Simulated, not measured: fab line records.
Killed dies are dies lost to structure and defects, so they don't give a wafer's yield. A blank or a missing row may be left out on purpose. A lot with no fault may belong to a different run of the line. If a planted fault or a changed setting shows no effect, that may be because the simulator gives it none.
fab line records	flow nand-harc
record lots=12	wafers=36	last-day=33
route steps=1302 shown A_BLC@1125 A_M0@1156 END@1302
lots untouched by any fault: they come from a run of this same line in which no faults occurred
start-h: hours from the record's first day to the start of the lot's first wafer shown	wait-h: how many hours have passed since the lot's step before this one	" repeats the value in the row above	L1.1+2: one row covering several wafers at once	- value missing, or start not given	* or withheld: withheld	< > ~ a bound
route shown NAME@n: names a module that has steps shown in the file, with the first one's number in the route	usual: mean and standard deviation over wafers with no fault	same: alike in all rows	chamber/n: place in a boat	sites: readings site by site	_std_site: standard deviation of those values	_edge_site: outer sites' mean less inner sites'	radius-mm: how far each site lies from the wafer's centre	mask NAME#n: copy n	behind: tool/chamber where the wafer was last shaped	hold: why the lot was held/for how many hours/how that ended	device: which transistor (n, p or np) failed to switch	end of line: the route-end tests of the same wafers	where a step has no rows: the recipe by itself	killed: at the first sort, the dies lost to defects and structure; wafer yield is something else	map: the dies of a wafer, with x for killed, . for not killed, _ for no die there
set.NAME: the setting the step ran with; set.NAME@STEP: the setting that earlier step ran with	model.NAME: the simulator's own value behind a step, which no gauge read
the route's steps for a sample of lots (tables are steps, rows are wafers)
services: when a tool's chamber went out of use (start-h, in hours from the record's first day, below 0 if earlier), for how many hours, and the reason
## steps
# step NHARC_A_BLC_STRIP_29
# recipe cf4-flow-sccm=150	ar-flow-sccm=0	bias-w=0	chemistry=CF4
# usual drypump-motor-current-A=5.7/0.51	oes-product-au=1.001/0.012	rf-vpp-V=59.6/0.88	showerhead-plenum-p-Torr=1.80/0.051	throttle-valve-pct=13.285/0.0091
lot.wafer	tool	chamber	start-h	wait-h	drypump-motor-current-A	oes-product-au	rf-hours-counter-h	rf-vpp-V	showerhead-plenum-p-Torr	throttle-valve-pct
L242.1	rie-diel-09	2	523.70	0.1	6.3	1.004	1	61.1	1.85	13.289
L242.2	"	3	"	"	5.5	1.028	1	58.5	1.84	13.287
L242.5	"	0	"	"	6.3	0.992	-	58.9	1.76	13.277
L243.1	rie-diel-08	0	536.44	0.1	5.8	1.008	51	59.8	1.83	13.276
L243.3	"	1	"	"	5.9	0.995	50	59.8	1.81	13.303
L243.6	"	3	"	"	6.3	1.007	-	59.7	1.65	13.298
L244.4	rie-diel-09	1	538.55	0.1	5.5	1.018	2	59.3	1.78	13.290
L244.2	"	2	"	"	6.3	0.992	2	59.3	1.85	13.299
L244.5	"	1	"	"	5.5	1.022	-	59.4	1.78	13.282
L253.2	rie-diel-09	2	637.87	0.1	6.3	0.998	6	56.6	1.85	13.270
L253.1	"	3	"	"	5.4	1.023	7	60.7	1.84	13.272
L253.6	"	1	"	"	5.6	1.014	-	59.0	1.78	13.281
L255.4	rie-diel-05	0	644.56	0.1	5.0	0.989	5	59.6	1.71	13.273
L255.1	"	2	"	"	6.3	1.002	5	59.7	1.88	13.282
L255.6	"	0	"	"	5.0	0.980	-	59.1	1.71	13.283
L259.1	rie-diel-05	0	683.06	0.1	5.0	0.983	9	58.6	1.71	13.285
L259.6	"	1	"	"	5.5	0.998	-	59.1	1.83	13.274
L259.5	"	2	"	"	6.4	0.993	-	60.4	1.87	13.280
L257.3	rie-diel-05	0	696.36	0.1	5.0	0.986	10	60.3	1.71	13.291
L257.2	"	2	"	"	6.4	0.996	10	59.8	1.87	13.290
L257.5	"	3	"	"	5.0	1.003	-	59.7	1.80	13.275
L260.1	rie-diel-09	1	697.83	0.1	5.6	1.013	1	61.5	1.78	13.270
L260.6	"	2	"	"	6.3	0.987	-	58.5	1.85	13.299
L260.5	"	3	"	"	5.5	1.007	-	58.7	1.84	13.285
L262.4	rie-diel-09	0	714.35	0.1	6.3	1.004	3	59.9	1.76	13.289
L262.2	"	3	"	"	5.5	0.998	3	61.5	1.84	13.281
L262.5	"	1	"	"	5.5	1.007	-	59.6	1.78	13.295
L263.4	rie-diel-05	1	735.76	0.1	5.5	1.019	13	60.0	1.82	13.275
L263.3	"	2	"	"	6.4	0.999	14	59.9	1.87	13.283
L263.6	"	0	"	"	5.0	0.970	-	59.2	1.71	13.274
L264.1	rie-diel-09	2	737.01	0.1	6.3	0.989	4	59.5	1.85	13.278
L264.3	"	3	"	"	5.5	1.002	4	58.5	1.84	13.286
L264.6	"	2	"	"	6.3	0.995	-	60.0	1.85	13.292
L265.2	rie-diel-08	1	746.80	0.1	5.8	1.003	2	60.0	1.80	13.276
L265.1	"	3	"	"	6.3	1.000	2	57.6	1.89	13.281
L265.6	"	0	"	"	5.9	1.007	-	59.2	1.81	13.289
# step NHARC_A_BLC_STRIP_21
# recipe o2-flow-sccm=500	ar-flow-sccm=0	bias-w=0	chemistry=O2
# usual drypump-motor-current-A=5.8/0.51	oes-product-au=1.001/0.012	rf-vpp-V=58.1/0.8	showerhead-plenum-p-Torr=3.60/0.1	throttle-valve-pct=17.036/0.0095
lot.wafer	tool	chamber	start-h	wait-h	drypump-motor-current-A	oes-product-au	rf-hours-counter-h	rf-vpp-V	showerhead-plenum-p-Torr	throttle-valve-pct
L242.2	rie-diel-09	3	523.78	0.1	5.5	1.013	1	58.7	3.68	17.044
L242.1	"	1	"	"	5.5	1.004	1	56.9	3.55	17.037
L242.5	"	0	"	"	6.3	0.988	-	58.1	3.51	17.041
L243.1	rie-diel-08	0	536.53	0.1	5.9	1.007	51	59.3	3.65	17.048
L243.3	"	2	"	"	5.7	1.035	48	58.2	3.63	17.037
L243.6	"	3	"	"	6.3	1.008	-	56.6	3.29	17.027
L244.4	rie-diel-09	2	538.64	0.1	6.3	0.997	2	58.1	3.69	17.036
L244.2	"	1	"	"	5.6	1.024	2	57.8	3.55	17.050
L244.5	"	2	"	"	6.3	1.004	-	58.8	3.69	17.041
L253.1	rie-diel-09	3	637.96	0.1	5.4	1.015	7	59.7	3.68	17.015
L253.2	"	2	"	"	6.3	1.014	6	58.0	3.69	17.027
L253.6	"	3	"	"	5.5	1.018	-	58.8	3.68	17.027
L255.4	rie-diel-05	1	644.67	0.1	5.5	1.001	5	58.7	3.64	17.019
L255.1	"	3	"	"	5.0	0.995	5	57.6	3.59	17.029
L255.6	"	1	"	"	5.5	0.997	-	57.1	3.64	17.037
L259.1	rie-diel-05	3	683.14	0.1	5.0	1.015	9	57.6	3.58	17.032
L259.6	"	2	"	"	6.4	0.992	-	58.3	3.74	17.032
L259.5	"	3	"	"	5.0	1.012	-	58.5	3.58	17.056
L257.3	rie-diel-05	3	696.46	0.1	5.0	0.997	10	58.4	3.58	17.036
L257.2	"	0	"	"	5.0	0.981	10	57.3	3.41	17.045
L257.5	"	0	"	"	5.0	0.992	-	57.3	3.41	17.012
L260.1	rie-diel-09	2	697.90	0.1	6.3	1.004	1	58.1	3.69	17.048
L260.5	"	2	"	"	6.3	0.995	-	59.8	3.69	17.032
L260.6	"	3	"	"	5.5	1.008	-	58.2	3.67	17.042
L262.2	rie-diel-09	1	714.47	0.1	5.6	1.010	3	56.7	3.55	17.042
L262.4	"	2	"	"	6.3	0.998	3	58.5	3.69	17.035
L262.5	"	0	"	"	6.4	1.009	-	59.2	3.51	17.037
L263.3	rie-diel-05	0	735.88	0.1	5.0	0.974	10	58.3	3.41	17.033
L263.4	"	1	"	"	5.5	1.020	13	57.9	3.64	17.031
L263.6	"	3	"	"	5.0	1.004	-	58.5	3.58	17.038
L264.3	rie-diel-09	3	737.12	0.1	5.5	0.988	4	58.7	3.67	17.041
L264.1	"	0	"	"	6.3	1.002	4	58.8	3.51	17.014
L264.6	"	1	"	"	5.6	1.000	-	58.1	3.54	17.047
L265.1	rie-diel-08	0	746.92	0.1	5.9	1.016	2	57.0	3.62	17.021
L265.2	"	1	"	"	5.9	1.011	2	57.2	3.58	17.041
L265.6	"	3	"	"	6.3	0.992	-	57.3	3.77	17.053
# step NHARC_A_M0_DEGAS_28
# recipe temp-c=250	time-s=60
# usual heater-power-w=344/33
lot.wafer	tool	chamber	start-h	wait-h	heater-power-w
L242.2	pvd-sputter-03	-	527.63	-	292
L242.1	"	-	"	"	346
L242.5	"	-	"	"	287
L243.3	pvd-sputter-02	-	540.21	-	326
L243.1	"	-	"	"	393
L243.6	"	-	"	"	391
L244.2	pvd-sputter-02	-	542.91	-	329
L244.4	"	-	"	"	393
L244.5	"	-	"	"	392
L253.1	pvd-sputter-01	-	641.97	-	308
L253.2	"	-	"	"	361
L253.6	"	-	"	"	393
L255.1	pvd-sputter-03	-	648.94	-	292
L255.4	"	-	"	"	350
L255.6	"	-	"	"	294
L259.1	pvd-sputter-01	-	686.99	-	395
L259.6	"	-	"	"	355
L259.5	"	-	"	"	308
L257.3	pvd-sputter-01	-	700.18	-	314
L257.2	"	-	"	"	404
L257.5	"	-	"	"	369
L260.1	pvd-sputter-02	-	702.46	-	404
L260.5	"	-	"	"	365
L260.6	"	-	"	"	330
L262.4	pvd-sputter-02	-	718.31	-	354
L262.2	"	-	"	"	330
L262.5	"	-	"	"	369
L263.3	pvd-sputter-03	-	739.66	-	315
L263.4	"	-	"	"	345
L263.6	"	-	"	"	313
L264.1	pvd-sputter-01	-	741.09	-	313
L264.3	"	-	"	"	385
L264.6	"	-	"	"	340
L265.1	pvd-sputter-03	-	750.71	-	275
L265.2	"	-	"	"	334
L265.6	"	-	"	"	272
# step NHARC_A_M0_CMP_23
# recipe t-overpolish-s=20	target-thk-nm=113.75
# usual motor-current-A=12.0/0.98	time-to-endpoint-s=29.3/2.5
# same t-overpolish-s=20
lot.wafer	tool	chamber	start-h	wait-h	motor-current-A	time-to-endpoint-s
L242.2	cmp-03	1	528.74	-	12.8	26.2
L242.1	"	2	"	"	10.6	32.9
L242.5	"	0	"	"	12.3	27.8
L243.3	cmp-03	3	541.29	-	12.3	26.2
L243.1	"	0	"	"	11.7	26.8
L243.6	"	0	"	"	12.0	27.4
L244.2	cmp-03	2	544.04	-	10.7	30.9
L244.4	"	1	"	"	12.9	29.0
L244.5	"	2	"	"	10.4	31.2
L253.1	cmp-02	0	643.05	-	11.0	26.2
L253.2	"	1	"	"	13.1	15.0
L253.6	"	1	"	"	12.7	30.9
L255.4	cmp-04	3	650.07	-	11.9	32.1
L255.1	"	0	"	"	14.2	27.6
L255.6	"	2	"	"	11.4	26.2
L259.1	cmp-03	0	688.14	-	11.6	31.9
L259.6	"	1	"	"	13.1	31.5
L259.5	"	2	"	"	10.3	30.4
L257.3	cmp-03	3	701.31	-	11.6	27.2
L257.2	"	1	"	"	12.8	28.5
L257.5	"	3	"	"	12.6	29.4
L260.1	cmp-04	2	703.61	-	11.5	26.3
L260.6	"	0	"	"	13.4	27.1
L260.5	"	1	"	"	12.2	30.7
L262.4	cmp-03	2	719.46	-	10.6	29.4
L262.2	"	3	"	"	12.4	27.5
L262.5	"	0	"	"	12.2	25.7
L263.4	cmp-04	2	740.74	-	11.7	24.3
L263.3	"	0	"	"	13.6	26.7
L263.6	"	2	"	"	11.8	22.3
L264.3	cmp-04	0	742.36	-	14.1	25.8
L264.1	"	3	"	"	11.8	25.1
L264.6	"	0	"	"	15.0	27.7
L265.2	cmp-03	2	752.13	-	10.9	31.1
L265.1	"	3	"	"	12.0	28.8
L265.6	"	2	"	"	11.1	29.0
# step NHARC_END_SORT_01
# recipe temp-c=25
# usual defect-limited-yield=90.6/2.3	killed-at-array=59/16	killed-at-other=0.8/1.1	killed-at-periphery=3.6/2.4	killed-dies=64/16	killed-open=3.4/1.8	killed-short=2.5/1.6
# same gross-dies=677
lot.wafer	tool	chamber	start-h	wait-h	defect-limited-yield[%]	killed-at-array	killed-at-other	killed-at-periphery	killed-dies	killed-open	killed-short
L242.1	prober-01	0	564.34	2.5	86.4	86	0	6	92	5	6
L242.2	prober-01	0	565.14	2.8	84.3	101	0	5	106	3	2
L242.5	prober-01	0	567.55	3.7	87.9	78	0	4	82	4	2
L243.1	prober-01	0	580.70	2.5	91.9	50	2	3	55	1	3
L243.3	prober-01	0	582.31	3.1	87.7	80	0	3	83	4	7
L243.6	prober-01	0	584.74	4.0	86.1	92	0	2	94	6	3
L244.2	prober-02	0	581.52	2.8	89.4	68	0	4	72	2	4
L244.4	prober-02	0	583.13	3.4	87.7	81	0	2	83	3	2
L244.5	prober-02	0	583.94	3.7	87.1	87	0	0	87	4	3
L253.1	prober-01	0	682.31	2.5	87.1	85	1	1	87	2	3
L253.2	prober-01	0	683.11	2.8	89.5	68	1	2	71	3	2
L253.6	prober-01	0	686.30	4.0	88.0	77	0	4	81	4	3
L255.1	prober-02	0	682.34	2.5	93.6	38	0	5	43	2	3
L255.4	prober-02	0	684.71	3.4	92.0	46	1	7	54	3	3
L255.6	prober-02	0	686.28	3.9	91.0	54	0	7	61	5	4
L259.1	prober-02	0	725.17	2.5	92.6	47	2	1	50	2	1
L259.5	prober-02	0	728.35	3.7	91.4	49	6	3	58	2	2
L259.6	prober-02	0	729.15	4.0	92.8	46	2	1	49	5	1
L260.1	prober-02	0	741.21	2.5	90.3	61	1	4	66	10	5
L260.5	prober-02	0	744.37	3.7	90.0	62	0	6	68	8	3
L260.6	prober-02	0	745.16	4.0	92.2	48	2	3	53	3	0
L257.2	prober-01	0	742.41	2.8	92.8	46	1	2	49	4	2
L257.3	prober-01	0	743.22	3.1	91.7	51	0	5	56	3	4
L257.5	prober-01	0	744.83	3.7	92.2	50	0	3	53	6	2
L262.2	prober-01	0	764.27	2.8	91.7	53	0	3	56	3	2
L262.4	prober-01	0	765.85	3.4	90.7	62	0	1	63	5	3
L262.5	prober-01	0	766.64	3.7	89.5	71	0	0	71	3	3
L264.1	prober-01	0	779.44	2.5	88.3	78	0	1	79	6	1
L264.3	prober-01	0	781.05	3.1	89.5	68	0	3	71	2	2
L264.6	prober-01	0	783.47	4.0	90.1	64	0	3	67	5	3
L263.3	prober-02	0	781.13	3.1	91.1	48	2	10	60	2	2
L263.4	prober-02	0	781.94	3.5	91.4	50	4	4	58	4	1
L263.6	prober-02	0	783.58	4.1	92.5	44	2	5	51	1	1
L265.1	prober-01	0	789.01	2.5	95.7	28	0	1	29	4	3
L265.2	prober-01	0	789.83	2.8	93.4	41	1	3	45	4	4
L265.6	prober-01	0	793.08	4.1	95.6	29	0	1	30	2	2
# killed by level:class
L242.1 A_CHANNEL_HOLE_D2:chamber-film-flake=25 A_CHANNEL_HOLE_D1:chamber-film-flake=22 A_SLIT:chamber-film-flake=22 A_CONTACT:chamber-film-flake=4 A_WL_FILL:chamber-film-flake=3 A_CHANNEL_FILL_D2:geometric-particle:short=2 P_STI:chamber-film-flake=2 A_STAIRCASE:chamber-film-flake=2
L242.2 A_CHANNEL_HOLE_D1:chamber-film-flake=36 A_CHANNEL_HOLE_D2:chamber-film-flake=32 A_SLIT:chamber-film-flake=19 A_CONTACT:chamber-film-flake=7 P_M2:chamber-film-flake=3 P_GATE:chamber-film-flake=2 A_CHANNEL_FILL_D1:geometric-particle:short=1 A_DECK1_JOINT:geometric-particle:short=1
L242.5 A_CHANNEL_HOLE_D2:chamber-film-flake=26 A_SLIT:chamber-film-flake=23 A_CHANNEL_HOLE_D1:chamber-film-flake=17 A_CONTACT:chamber-film-flake=4 P_GATE:chamber-film-flake=2 P_M2:chamber-film-flake=2 A_ONON_D1:geometric-particle:open=1 A_CHANNEL_HOLE_D2:geometric-particle:open=1
L243.1 A_CHANNEL_HOLE_D2:chamber-film-flake=24 A_CHANNEL_HOLE_D1:chamber-film-flake=18 P_GATE:chamber-film-flake=2 A_STAIRCASE:chamber-film-flake=2 THIN_TSV:chamber-film-flake=2 P_CONTACT:geometric-particle:open=1 A_ONON_D1:geometric-particle:short=1 A_ONON_D2:geometric-particle:short=1
L244.2 A_SLIT:chamber-film-flake=27 A_CHANNEL_HOLE_D1:chamber-film-flake=24 A_CHANNEL_HOLE_D2:chamber-film-flake=5 A_CONTACT:chamber-film-flake=4 P_GATE:chamber-film-flake=2 P_GATE:geometric-particle:open=1 P_M0:geometric-particle:short=1 A_CHANNEL_FILL_D1:geometric-particle:short=1
L243.3 A_CHANNEL_HOLE_D1:chamber-film-flake=34 A_CHANNEL_HOLE_D2:chamber-film-flake=30 A_STAIRCASE:chamber-film-flake=5 A_CHANNEL_FILL_D2:geometric-particle:short=2 P_CONTACT:geometric-particle:short=1 P_M1:geometric-particle:open=1 A_CHANNEL_HOLE_D1:geometric-particle:short=1 A_SGD_CUT:geometric-particle:open=1
L244.4 A_CHANNEL_HOLE_D1:chamber-film-flake=36 A_SLIT:chamber-film-flake=27 A_CHANNEL_HOLE_D2:chamber-film-flake=8 A_CONTACT:chamber-film-flake=3 A_CONTACT:geometric-particle:open=2 P_CONTACT:geometric-particle:short=1 A_CHANNEL_HOLE_D1:geometric-particle:short=1 A_DECK1_JOINT:geometric-particle:open=1
L244.5 A_CHANNEL_HOLE_D1:chamber-film-flake=36 A_SLIT:chamber-film-flake=23 A_CHANNEL_HOLE_D2:chamber-film-flake=9 A_STAIRCASE:chamber-film-flake=3 A_CONTACT:chamber-film-flake=3 A_ZERO_WELL:chamber-film-flake=2 A_WL_FILL:chamber-film-flake=2 A_ONON_D1:geometric-particle:open=1
L243.6 A_CHANNEL_HOLE_D2:chamber-film-flake=43 A_CHANNEL_HOLE_D1:chamber-film-flake=33 A_CHANNEL_FILL_D1:chamber-film-flake=3 A_CONTACT:chamber-film-flake=3 A_M1:geometric-particle:open=2 P_M0:geometric-particle:open=1 A_CHANNEL_FILL_D1:geometric-particle:short=1 A_DECK1_JOINT:geometric-particle:short=1
L253.1 A_CHANNEL_HOLE_D1:chamber-film-flake=38 A_SLIT:chamber-film-flake=32 A_CONTACT:chamber-film-flake=5 A_WL_FILL:chamber-film-flake=3 P_M0:geometric-particle:open=1 A_CHANNEL_HOLE_D1:geometric-particle:short=1 A_CHANNEL_FILL_D1:geometric-particle:open=1 A_SGD_CUT:geometric-particle:short=1
L255.1 A_SLIT:chamber-film-flake=25 A_CHANNEL_HOLE_D1:chamber-film-flake=5 P_STI:chamber-film-flake=4 A_CONTACT:chamber-film-flake=3 P_M0:geometric-particle:open=1 A_ONON_D1:geometric-particle:short=1 A_DECK1_JOINT:geometric-particle:short=1 A_CHANNEL_FILL_D2:geometric-particle:short=1
L253.2 A_SLIT:chamber-film-flake=30 A_CHANNEL_HOLE_D1:chamber-film-flake=25 A_CONTACT:chamber-film-flake=4 A_STAIRCASE:chamber-film-flake=2 P_M0:geometric-particle:open=1 A_CHANNEL_FILL_D1:geometric-particle:open=1 A_DECK1_JOINT:geometric-particle:short=1 A_ONON_D2:geometric-particle:short=1
L255.4 A_SLIT:chamber-film-flake=29 A_CHANNEL_HOLE_D1:chamber-film-flake=6 P_STI:chamber-film-flake=4 A_CONTACT:chamber-film-flake=3 P_M0:geometric-particle:open=2 A_CHANNEL_FILL_D1:chamber-film-flake=2 A_STAIRCASE:chamber-film-flake=2 A_BLC:geometric-particle:short=1
L255.6 A_SLIT:chamber-film-flake=34 A_CHANNEL_HOLE_D1:chamber-film-flake=6 P_STI:chamber-film-flake=5 A_CONTACT:chamber-film-flake=4 A_CHANNEL_HOLE_D1:geometric-particle:short=2 P_M0:geometric-particle:open=1 P_BONDPAD:geometric-particle:short=1 A_CHANNEL_FILL_D1:geometric-particle:open=1
L253.6 A_CHANNEL_HOLE_D1:chamber-film-flake=36 A_SLIT:chamber-film-flake=25 A_CONTACT:chamber-film-flake=7 P_GATE:geometric-particle:open=2 A_CHANNEL_FILL_D2:chamber-film-flake=2 A_ONON_D1:geometric-particle:short=1 A_CHANNEL_FILL_D2:geometric-particle:open=1 A_STAIRCASE:geometric-particle:short=1
L259.1 A_CHANNEL_HOLE_D2:chamber-film-flake=24 A_CHANNEL_HOLE_D1:chamber-film-flake=12 A_SLIT:chamber-film-flake=5 A_CONTACT:chamber-film-flake=2 THIN_TSV:chamber-film-flake=2 A_CHANNEL_FILL_D1:geometric-particle:short=1 A_ONON_D2:geometric-particle:open=1 A_CHANNEL_FILL_D2:geometric-particle:open=1
L259.5 A_CHANNEL_HOLE_D2:chamber-film-flake=23 A_SLIT:chamber-film-flake=11 A_CHANNEL_HOLE_D1:chamber-film-flake=9 THIN_TSV:chamber-film-flake=6 P_GATE:chamber-film-flake=2 A_STAIRCASE:chamber-film-flake=2 P_M0:geometric-particle:open=1 A_DECK1_JOINT:geometric-particle:short=1
L259.6 A_CHANNEL_HOLE_D2:chamber-film-flake=26 A_SLIT:chamber-film-flake=6 A_CHANNEL_HOLE_D1:chamber-film-flake=3 A_ONON_D2:geometric-particle:open=2 THIN_TSV:chamber-film-flake=2 A_CHANNEL_HOLE_D1:geometric-particle:open=1 A_CHANNEL_FILL_D1:geometric-particle:open=1 A_CHANNEL_FILL_D2:geometric-particle:open=1
L260.1 A_CHANNEL_HOLE_D1:chamber-film-flake=36 A_CONTACT:chamber-film-flake=4 A_ONON_D1:geometric-particle:short=3 A_CHANNEL_FILL_D1:geometric-particle:open=3 A_ONON_D1:geometric-particle:open=2 A_SLIT:chamber-film-flake=2 A_STAIRCASE:chamber-film-flake=2 A_WL_FILL:chamber-film-flake=2
L257.2 A_CHANNEL_HOLE_D1:chamber-film-flake=29 A_CONTACT:chamber-film-flake=5 A_BLC:geometric-particle:open=2 A_SLIT:chamber-film-flake=2 A_CHANNEL_FILL_D1:chamber-film-flake=2 A_ONON_D2:geometric-particle:short=1 A_STAIRCASE:geometric-particle:open=1 A_WL_FILL:geometric-particle:short=1
L257.3 A_CHANNEL_HOLE_D1:chamber-film-flake=28 A_SLIT:chamber-film-flake=7 A_CONTACT:chamber-film-flake=5 P_STI:chamber-film-flake=3 A_CHANNEL_FILL_D2:chamber-film-flake=2 P_GATE:geometric-particle:open=1 A_DECK1_JOINT:geometric-particle:short=1 A_CHANNEL_FILL_D2:geometric-particle:short=1
L260.5 A_CHANNEL_HOLE_D1:chamber-film-flake=33 A_SLIT:chamber-film-flake=5 A_ZERO_WELL:chamber-film-flake=4 A_CONTACT:chamber-film-flake=4 A_WL_FILL:chamber-film-flake=3 A_BLC:geometric-particle:open=2 P_ZERO_WELL:chamber-film-flake=2 P_M2:chamber-film-flake=2
L257.5 A_CHANNEL_HOLE_D1:chamber-film-flake=31 A_CONTACT:chamber-film-flake=7 A_SLIT:chamber-film-flake=6 P_M1:geometric-particle:open=3 A_CHANNEL_FILL_D1:geometric-particle:short=1 A_DECK1_JOINT:geometric-particle:open=1 A_ONON_D2:geometric-particle:short=1 A_CONTACT:geometric-particle:open=1
L260.6 A_CHANNEL_HOLE_D1:chamber-film-flake=28 A_CONTACT:chamber-film-flake=5 A_SLIT:chamber-film-flake=5 A_WL_FILL:chamber-film-flake=3 A_CHANNEL_FILL_D1:geometric-particle:open=2 P_ZERO_WELL:chamber-film-flake=2 THIN_TSV:chamber-film-flake=2 A_STAIRCASE:chamber-film-flake=2
L262.2 A_CHANNEL_HOLE_D2:chamber-film-flake=24 A_CHANNEL_HOLE_D1:chamber-film-flake=14 A_CONTACT:chamber-film-flake=4 A_SLIT:chamber-film-flake=3 A_STAIRCASE:chamber-film-flake=3 P_STI:geometric-particle:short=1 P_M0:geometric-particle:open=1 A_DECK1_JOINT:geometric-particle:open=1
L262.4 A_CHANNEL_HOLE_D2:chamber-film-flake=27 A_CHANNEL_HOLE_D1:chamber-film-flake=18 A_STAIRCASE:chamber-film-flake=5 A_WL_FILL:geometric-particle:short=2 A_M0:geometric-particle:open=2 A_SLIT:chamber-film-flake=2 A_CONTACT:chamber-film-flake=2 P_M0:geometric-particle:open=1
L262.5 A_CHANNEL_HOLE_D2:chamber-film-flake=24 A_CHANNEL_HOLE_D1:chamber-film-flake=14 A_CONTACT:chamber-film-flake=10 A_STAIRCASE:chamber-film-flake=8 A_SLIT:chamber-film-flake=6 A_WL_FILL:chamber-film-flake=2 A_CHANNEL_FILL_D1:geometric-particle:short=1 A_DECK1_JOINT:geometric-particle:open=1
L264.1 A_CHANNEL_HOLE_D2:chamber-film-flake=28 A_CHANNEL_HOLE_D1:chamber-film-flake=14 A_CONTACT:chamber-film-flake=10 A_SLIT:chamber-film-flake=8 A_STAIRCASE:chamber-film-flake=5 A_M1:chamber-film-flake=4 A_CHANNEL_HOLE_D2:geometric-particle:open=2 P_M0:geometric-particle:open=1
L264.3 A_CHANNEL_HOLE_D2:chamber-film-flake=27 A_CHANNEL_HOLE_D1:chamber-film-flake=16 A_CONTACT:chamber-film-flake=10 A_SLIT:chamber-film-flake=7 A_STAIRCASE:chamber-film-flake=3 A_M1:chamber-film-flake=2 P_GATE:geometric-particle:open=1 P_CONTACT:geometric-particle:short=1
L263.3 A_SLIT:chamber-film-flake=32 P_GATE:chamber-film-flake=9 A_STAIRCASE:chamber-film-flake=4 A_CONTACT:chamber-film-flake=3 A_CHANNEL_HOLE_D1:unspecified=2 A_CHANNEL_HOLE_D2:chamber-film-flake=2 THIN_TSV:chamber-film-flake=2 A_CHANNEL_FILL_D1:geometric-particle:short=1
L263.4 A_SLIT:chamber-film-flake=34 THIN_TSV:chamber-film-flake=4 P_GATE:chamber-film-flake=3 A_STAIRCASE:chamber-film-flake=3 A_BLC:geometric-particle:open=2 A_ZERO_WELL:chamber-film-flake=2 A_CHANNEL_HOLE_D1:unspecified=2 A_CHANNEL_HOLE_D1:chamber-film-flake=2
L264.6 A_CHANNEL_HOLE_D2:chamber-film-flake=20 A_CHANNEL_HOLE_D1:chamber-film-flake=12 A_STAIRCASE:chamber-film-flake=9 A_SLIT:chamber-film-flake=8 A_CONTACT:chamber-film-flake=6 A_ONON_D1:geometric-particle:open=2 A_M1:chamber-film-flake=2 P_CONTACT:geometric-particle:open=1
L263.6 A_SLIT:chamber-film-flake=30 P_GATE:chamber-film-flake=5 A_CONTACT:chamber-film-flake=4 A_CHANNEL_HOLE_D1:unspecified=3 A_CHANNEL_HOLE_D1:chamber-film-flake=2 THIN_TSV:chamber-film-flake=2 A_CHANNEL_HOLE_D1:geometric-particle:short=1 A_M0:geometric-particle:open=1
L265.1 A_SLIT:chamber-film-flake=7 A_CONTACT:chamber-film-flake=5 A_CHANNEL_HOLE_D1:chamber-film-flake=3 A_DECK1_JOINT:geometric-particle:open=2 A_CHANNEL_HOLE_D1:geometric-particle:open=1 A_CHANNEL_FILL_D1:geometric-particle:short=1 A_ONON_D2:geometric-particle:short=1 A_CHANNEL_HOLE_D2:geometric-particle:open=1
L265.2 A_SLIT:chamber-film-flake=12 A_CHANNEL_HOLE_D1:chamber-film-flake=9 A_CONTACT:chamber-film-flake=5 A_STAIRCASE:chamber-film-flake=4 A_ONON_D1:geometric-particle:open=2 A_M1:chamber-film-flake=2 P_CONTACT:geometric-particle:short=1 A_WL_FILL:geometric-particle:short=1
L265.6 A_SLIT:chamber-film-flake=8 A_CHANNEL_HOLE_D1:chamber-film-flake=4 A_STAIRCASE:chamber-film-flake=3 A_WL_FILL:chamber-film-flake=3 A_M1:chamber-film-flake=2 A_ONON_D1:geometric-particle:open=1 A_CHANNEL_FILL_D1:geometric-particle:short=1 A_WL_FILL:geometric-particle:open=1
## services
tool	chamber	start-h	hours	kind
cmp-04	-	503.00	4.0	pm
cmp-04	-	535.14	2.6	repair
pvd-sputter-03	-	536.95	10.0	pm
rie-diel-08	-	549.09	9.0	pm
cmp-03	-	549.74	12.9	repair
rie-diel-09	1	558.13	10.2	repair
cmp-03	-	562.68	4.0	pm
pvd-sputter-01	-	582.00	10.0	pm
cmp-03	-	582.90	0.7	repair
rie-diel-05	-	583.60	9.0	pm
pvd-sputter-03	-	589.74	2.0	repair
pvd-sputter-01	-	596.58	5.6	repair
cmp-03	-	597.02	0.5	repair
cmp-04	-	599.48	0.4	repair
cmp-03	-	639.80	1.1	repair
rie-diel-05	1	650.52	8.9	repair
cmp-03	-	652.46	1.7	repair
cmp-03	-	660.68	4.0	pm
rie-diel-09	-	674.10	9.0	pm
cmp-03	-	676.53	0.6	repair
rie-diel-05	0	698.36	21.5	repair
rie-diel-09	3	719.01	4.5	repair
rie-diel-05	0	726.96	8.6	repair
rie-diel-05	3	746.11	14.1	repair
## key
first-sign step=NHARC_A_M0_CMP_23	reading=time-to-endpoint-s	direction=down	sigmas=5.7	usual=*	struck=*
effect none on later readings
met-at NHARC_A_M0_CMP_23
struck-lots L253
struck-wafers L253.2
not-acting-at NHARC_A_BLC_STRIP_29,NHARC_A_BLC_STRIP_21,NHARC_A_M0_DEGAS_28
fault kind=process-parameter-drift	tool=cmp-02	chamber=-	onset-h=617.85	steps=NHARC_A_M0_CMP_23	channel=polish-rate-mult	offset=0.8	shape=step	end-h=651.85	scope=struck-wafers-only
